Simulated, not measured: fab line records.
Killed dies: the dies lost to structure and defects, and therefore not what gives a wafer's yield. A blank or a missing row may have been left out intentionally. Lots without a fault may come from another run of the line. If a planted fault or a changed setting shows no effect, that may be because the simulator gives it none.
Matching of chambers -- flow n5_finfet -- ald_sin-03 running N5_SPACER0_ALD_07: 3 sister chambers
The step deposits SiNx, target thk 2 nm. 18 wafers are shown with their chamber, then 7 later ones without.

WAFERS, EACH WITH ITS CHAMBER
wafer,chamber,heater_power_w (W)
L076.1,2,800
L076.4,0,783
L076.5,3,901
L077.3,3,906
L077.5,3,891
L077.6,2,804
L078.1,3,876
L078.2,0,814
L078.5,2,793
L080.2,2,803
L080.3,0,797
L080.5,0,785
L081.1,3,890
L081.3,2,802
L081.6,3,908
L086.3,2,838
L086.4,3,899
L086.5,3,912

SIGNATURES (means of the wafers above)
reading,chamber 0,chamber 2,chamber 3,scatter within a chamber
heater_power_w,794.75,806.67,897.88,13.7
Rule: for each reading, subtract the chamber's mean from the wafer's reading, divide by that reading's scatter and square the result; add these up over the readings and take the root, which gives the wafer's distance from the chamber. If the next closest chamber is less than 2 further off than the closest, the wafer can't be placed; otherwise it belongs to the closest. The scatter: take each reading less its chamber's mean, square it, sum over the shown wafers, divide by the number of wafers less the number of chambers, and take the root.

WAFERS WITH NO CHAMBER GIVEN
wafer,heater_power_w (W)
L088.3,806
L088.5,796
L088.6,923
L089.1,779
L089.2,921
L090.2,788
L090.4,806

EACH ONE'S CHAMBER
wafer,from the rows above,in truth
L088.3,can't be placed: 2 or 0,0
L088.5,can't be placed: 0 or 2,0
L088.6,3,3
L089.1,can't be placed: 0 or 2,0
L089.2,3,3
L090.2,can't be placed: 0 or 2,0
L090.4,can't be placed: 2 or 0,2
Correct placement for 2 of the 7. From these rows, 5 cannot be placed; in 5 the true chamber is one of the candidates. Placed wrongly: 0.
